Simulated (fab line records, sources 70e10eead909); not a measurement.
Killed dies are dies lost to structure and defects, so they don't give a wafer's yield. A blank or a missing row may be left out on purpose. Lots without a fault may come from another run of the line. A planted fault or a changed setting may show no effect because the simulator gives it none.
Chamber matching | flow nand_harc | NHARC_A_CONTACT_DEP_58 on pecvd-04: 3 sister chambers
The step deposits SiON, target thk 90 nm. 3 wafers are shown with their chamber, then 10 later ones without.

WAFERS WITH THEIR CHAMBER
wafer  | chamber | heater_power_w (W)
L085.2 | 1       | 715
L089.1 | 0       | 782
L089.2 | 2       | 571

WAFERS WITHOUT THEIR CHAMBER
wafer  | heater_power_w (W)
L089.4 | 570
L092.1 | 719
L092.3 | 735
L092.4 | 501
L093.1 | 762
L093.3 | 532
L093.4 | 779
L096.2 | 551
L096.3 | 761
L096.6 | 543

WHICH CHAMBER EACH WENT THROUGH
wafer  | from the rows above     | in truth
L089.4 | 2                       | 2
L092.1 | can't be placed: 1 or 0 | 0
L092.3 | can't be placed: 1 or 0 | 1
L092.4 | 2                       | 2
L093.1 | can't be placed: 0 or 1 | 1
L093.3 | 2                       | 2
L093.4 | 0                       | 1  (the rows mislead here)
L096.2 | 2                       | 2
L096.3 | can't be placed: 0 or 1 | 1
L096.6 | 2                       | 2
Placed correctly: 5 of 10. Can't be placed from these rows: 4 (the true chamber is among the candidates in 4). Placed wrongly: 1.
How it was worked out, from the rows above alone: a wafer's distance from a chamber is the root of the sum, over the readings, of the square of ((its reading less the chamber's mean) divided by the reading's scatter). The wafer belongs to the nearest chamber; if the next one is less than 2 further off, it can't be placed. A chamber's mean is the mean of its shown wafers. The scatter: with one shown wafer a chamber, the root of the mean of the squares of how far each hidden wafer lies from its nearest shown one.
